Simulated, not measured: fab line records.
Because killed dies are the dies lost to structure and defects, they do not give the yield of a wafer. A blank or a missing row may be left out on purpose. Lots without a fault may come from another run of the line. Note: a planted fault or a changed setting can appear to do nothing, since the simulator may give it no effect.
Which tool did it? | flow n5_finfet | Sampling: 24 lots, 72 wafers, 5 of 1938 route steps

## WHAT THE GAUGES READ, wafer by wafer
N5_BEOL_M10_INSPECT_13: inspects for defects (brightfield).
lot  | measured     | on                | raw_defect_count
L074 | day 10 12:01 | defect_inspect-01 | 455 443 465
L075 | day 10 18:30 | defect_inspect-01 | 408 444 354
L076 | day 11 18:50 | defect_inspect-01 | 468 470 493
L078 | day 11 19:00 | defect_inspect-01 | 471 395 503
L081 | day 11 23:55 | defect_inspect-01 | 326 354 322
L079 | day 12 03:50 | defect_inspect-01 | 461 413 544
L080 | day 12 05:26 | defect_inspect-01 | 561 571 437
L077 | day 12 08:11 | defect_inspect-02 | 616 593 490
L082 | day 12 08:29 | defect_inspect-01 | 508 437 570
L083 | day 12 12:08 | defect_inspect-02 | 457 501 502
L084 | day 12 17:50 | defect_inspect-02 | 308 246 288
L085 | day 13 03:16 | defect_inspect-02 | 530 410 452
L086 | day 13 13:19 | defect_inspect-01 | 371 458 482
L087 | day 13 13:31 | defect_inspect-01 | 448 423 362
L088 | day 14 01:41 | defect_inspect-01 | 309 385 499
L089 | day 14 09:31 | defect_inspect-01 | 375 294 567
L091 | day 14 14:07 | defect_inspect-02 | 429 447 399
L090 | day 14 22:54 | defect_inspect-02 | 350 478 423
L093 | day 14 23:25 | defect_inspect-02 | 657 641 582
L092 | day 14 23:35 | defect_inspect-02 | 354 417 466
L094 | day 15 09:28 | defect_inspect-02 | 706 643 590
L095 | day 16 03:12 | defect_inspect-02 | 333 537 555
L096 | day 16 07:54 | defect_inspect-02 | 357 395 334
L097 | day 16 08:30 | defect_inspect-02 | 633 586 611

N5_BEOL_M11_CD_MEAS_28: target cd 70 nm.
lot  | measured     | on        | cd_nm (nm)
L074 | day 10 23:43 | cd_sem-02 | 70.3 69.8 70.0
L075 | day 11 05:50 | cd_sem-03 | 69.5 69.6 69.9
L076 | day 12 04:19 | cd_sem-01 | 68.7 67.6 69.8
L078 | day 12 02:22 | cd_sem-01 | 69.4 68.1 69.8
L081 | day 12 09:40 | cd_sem-02 | 69.9 68.8 69.6
L079 | day 12 13:45 | cd_sem-03 | 68.4 68.9 68.1
L080 | day 12 13:16 | cd_sem-01 | 70.7 69.5 69.3
L077 | day 12 16:41 | cd_sem-02 | 69.2 70.9 70.8
L082 | day 12 21:52 | cd_sem-03 | 70.3 68.8 70.4
L083 | day 12 23:51 | cd_sem-01 | 68.7 69.9 68.4
L084 | day 13 04:12 | cd_sem-01 | 70.7 72.2 72.0
L085 | day 13 12:47 | cd_sem-01 | 70.1 70.4 70.4
L086 | day 13 21:08 | cd_sem-03 | 69.1 68.8 69.7
L087 | day 13 21:20 | cd_sem-01 | 68.4 69.7 69.4
L088 | day 14 13:13 | cd_sem-02 | 69.0 68.6 69.3
L089 | day 14 22:23 | cd_sem-03 | 71.2 70.2 69.3
L091 | day 15 01:32 | cd_sem-03 | 69.1 70.9 69.6
L090 | day 15 12:31 | cd_sem-02 | 69.2 67.4 69.7
L093 | day 15 10:29 | cd_sem-02 | 72.2 72.3 70.4
L092 | day 15 13:07 | cd_sem-02 | 69.9 70.5 70.1
L094 | day 15 16:24 | cd_sem-02 | 68.8 66.6 67.3
L095 | day 16 11:15 | cd_sem-02 | 70.9 70.6 69.7
L096 | day 16 22:54 | cd_sem-02 | 69.9 68.5 69.9
L097 | day 16 22:44 | cd_sem-01 | 70.4 69.1 69.7

## WHICH TOOL RAN EACH LOT (tool, then ch and the chambers of the sampled wafers, then the start)
lot  | N5_BEOL_M10_STRIP_36               | N5_BEOL_M10_SURFACE_TREAT_76 | N5_BEOL_M10_SPUTTER_48
L074 | rie_diel-04 ch 0,1,3, day 10 13:33 | pvd_sputter-03, day 10 17:55 | pvd_sputter-03, day 10 18:09
L075 | rie_diel-04 ch 1,3, day 10 21:49   | pvd_sputter-02, day 10 23:22 | pvd_sputter-01, day 10 23:36
L076 | rie_diel-02 ch 1,3, day 11 20:52   | pvd_sputter-03, day 11 22:35 | pvd_sputter-03, day 11 23:05
L078 | rie_diel-04 ch 2,3, day 11 20:44   | pvd_sputter-03, day 11 21:53 | pvd_sputter-03, day 11 22:05
L081 | rie_diel-02 ch 0,1,2, day 12 02:51 | pvd_sputter-01, day 12 04:31 | pvd_sputter-03, day 12 04:43
L079 | rie_diel-02 ch 1,2, day 12 07:34   | pvd_sputter-02, day 12 09:04 | pvd_sputter-02, day 12 09:19
L080 | rie_diel-04 ch 0,2,3, day 12 07:01 | pvd_sputter-01, day 12 08:32 | pvd_sputter-03, day 12 08:46
L077 | rie_diel-04 ch 0,1,3, day 12 09:22 | pvd_sputter-02, day 12 11:31 | pvd_sputter-01, day 12 11:42
L082 | rie_diel-04 ch 1,2,3, day 12 09:49 | pvd_sputter-02, day 12 12:01 | pvd_sputter-01, day 12 12:17
L083 | rie_diel-04 ch 0,2,3, day 12 13:28 | pvd_sputter-01, day 12 16:55 | pvd_sputter-01, day 12 17:10
L084 | rie_diel-04 ch 0,2, day 12 21:23   | pvd_sputter-01, day 12 23:05 | pvd_sputter-03, day 12 23:32
L085 | rie_diel-04 ch 0,1, day 13 04:33   | pvd_sputter-02, day 13 05:55 | pvd_sputter-01, day 13 06:08
L086 | rie_diel-06 ch 0,2,3, day 13 14:53 | pvd_sputter-01, day 13 16:13 | pvd_sputter-01, day 13 16:27
L087 | rie_diel-02 ch 0,2,3, day 13 14:55 | pvd_sputter-01, day 13 16:15 | pvd_sputter-01, day 13 16:32
L088 | rie_diel-02 ch 1,2,3, day 14 03:20 | pvd_sputter-01, day 14 05:41 | pvd_sputter-01, day 14 05:52
L089 | rie_diel-02 ch 1,3, day 14 13:34   | pvd_sputter-01, day 14 14:50 | pvd_sputter-02, day 14 15:11
L091 | rie_diel-02 ch 0,2,3, day 14 15:41 | pvd_sputter-03, day 14 18:00 | pvd_sputter-03, day 14 18:19
L090 | rie_diel-06 ch 1,3, day 15 01:56   | pvd_sputter-03, day 15 06:44 | pvd_sputter-01, day 15 06:59
L093 | rie_diel-04 ch 0,1,2, day 15 01:46 | pvd_sputter-01, day 15 03:47 | pvd_sputter-01, day 15 05:46
L092 | rie_diel-02 ch 0,1,3, day 15 02:07 | pvd_sputter-01, day 15 06:46 | pvd_sputter-03, day 15 07:03
L094 | rie_diel-02 ch 0,1,2, day 15 10:47 | pvd_sputter-02, day 15 12:10 | pvd_sputter-03, day 15 12:27
L095 | rie_diel-06 ch 2,3, day 16 04:20   | pvd_sputter-03, day 16 05:30 | pvd_sputter-01, day 16 07:04
L096 | rie_diel-06 ch 1,2, day 16 11:59   | pvd_sputter-01, day 16 13:57 | pvd_sputter-01, day 16 14:09
L097 | rie_diel-02 ch 2,3, day 16 11:28   | pvd_sputter-02, day 16 12:56 | pvd_sputter-03, day 16 13:07
- N5_BEOL_M10_STRIP_36: strips in N2/H2.
- N5_BEOL_M10_SURFACE_TREAT_76
- N5_BEOL_M10_SPUTTER_48: material Cu, target thk 12 nm, time 2 s.

## WHAT THE TOOLS THEMSELVES READ (means of the sampled wafers that have a number; where no wafer has one, the mark that the record gives instead)
N5_BEOL_M10_STRIP_36.
lot  | tool        | drypump_motor_current_A (A) | oes_product_au (a.u.) | rf_vpp_V (V) | showerhead_plenum_p_Torr (Torr) | throttle_valve_pct (%)
L074 | rie_diel-04 | 5.8                         | 0.92                  | 59.0         | 2.67                            | 23.4
L075 | rie_diel-04 | 5.8                         | 0.94                  | 60.6         | 2.63                            | 23.1
L076 | rie_diel-02 | 6.6                         | 0.91                  | 59.7         | 2.51                            | 23.5
L078 | rie_diel-04 | 5.9                         | 0.84                  | 60.1         | 2.68                            | 23.5
L081 | rie_diel-02 | 6.0                         | 0.82                  | 60.2         | 2.47                            | 23.3
L079 | rie_diel-02 | 6.0                         | 0.89                  | 61.2         | 2.50                            | 23.2
L080 | rie_diel-04 | 5.9                         | 0.86                  | 59.0         | 2.69                            | 23.6
L077 | rie_diel-04 | 5.9                         | 0.90                  | 60.6         | 2.66                            | 23.5
L082 | rie_diel-04 | 5.9                         | 0.87                  | 59.2         | 2.65                            | 23.3
L083 | rie_diel-04 | 5.9                         | 0.85                  | 57.7         | 2.69                            | 23.6
L084 | rie_diel-04 | 5.9                         | 0.81                  | 59.5         | 2.68                            | 24.0
L085 | rie_diel-04 | 5.8                         | 0.87                  | 58.6         | 2.62                            | 23.6
L086 | rie_diel-06 | 5.9                         | 0.82                  | 58.5         | 2.56                            | 23.9
L087 | rie_diel-02 | 6.2                         | 0.84                  | 58.1         | 2.44                            | 23.3
L088 | rie_diel-02 | 6.3                         | 0.86                  | 59.6         | 2.49                            | 23.4
L089 | rie_diel-02 | 6.6                         | 0.86                  | 57.8         | 2.49                            | 23.5
L091 | rie_diel-02 | 6.2                         | 0.83                  | 58.3         | 2.44                            | 23.3
L090 | rie_diel-06 | 6.0                         | 0.74                  | 60.3         | 2.50                            | 23.7
L093 | rie_diel-04 | 5.9                         | 0.81                  | 58.1         | 2.64                            | 23.8
L092 | rie_diel-02 | 6.3                         | 0.78                  | 59.6         | 2.46                            | 23.5
L094 | rie_diel-02 | 6.0                         | 0.77                  | 56.7         | 2.46                            | 23.3
L095 | rie_diel-06 | 5.4                         | 0.84                  | 59.2         | 2.54                            | 24.0
L096 | rie_diel-06 | 5.2                         | 0.86                  | 57.7         | 2.47                            | 23.8
L097 | rie_diel-02 | 6.5                         | 0.87                  | 58.4         | 2.46                            | 23.4

N5_BEOL_M10_SPUTTER_48.
lot  | tool           | susceptor_temp_C (C) | throttle_valve_pct (%)
L074 | pvd_sputter-03 | -19.97               | 30.3
L075 | pvd_sputter-01 | -19.95               | 29.7
L076 | pvd_sputter-03 | -20.06               | 30.5
L078 | pvd_sputter-03 | -19.97               | 30.5
L081 | pvd_sputter-03 | -20.04               | 30.4
L079 | pvd_sputter-02 | -19.97               | 29.1
L080 | pvd_sputter-03 | -20.01               | 30.9
L077 | pvd_sputter-01 | -19.93               | 29.7
L082 | pvd_sputter-01 | -19.96               | 30.1
L083 | pvd_sputter-01 | -19.94               | 29.7
L084 | pvd_sputter-03 | -20.00               | 30.8
L085 | pvd_sputter-01 | -20.00               | 29.8
L086 | pvd_sputter-01 | -20.03               | 30.0
L087 | pvd_sputter-01 | -20.00               | 30.0
L088 | pvd_sputter-01 | -20.00               | 29.9
L089 | pvd_sputter-02 | -19.98               | 29.3
L091 | pvd_sputter-03 | -20.07               | 30.1
L090 | pvd_sputter-01 | -20.03               | 29.9
L093 | pvd_sputter-01 | -19.99               | 29.8
L092 | pvd_sputter-03 | -20.06               | 30.3
L094 | pvd_sputter-03 | -19.92               | 30.7
L095 | pvd_sputter-01 | -20.01               | 29.8
L096 | pvd_sputter-01 | -20.06               | 30.0
L097 | pvd_sputter-03 | -20.01               | 30.5

## THE ANSWER, worked out from the rows above alone
Rule: the usual values come from the lots themselves. The widest of any qualifying gaps counts: lots, ordered by their means at a reading, are off when they make up no more than a third of the lots, leave a main group of 4 or more, and stand apart from it by 3 or more times the standard deviation of that group's means. A main group whose means are all the same, to the digits that the tables above print for the reading, isn't used. A lot without any number at a reading at which 4 lots or more have one is off too. Any other lot the step has rows for is counted as sound. First the gauges in route order, then the tools' own readings, where a lot's mean is used as printed above. The first step at which some lot is off is used, and at that step the reading that is off furthest; a lot without a number counts as furthest.
No lot is off at any reading shown: from this, nothing can be told.

## WHAT THE SIMULATOR PUT IN
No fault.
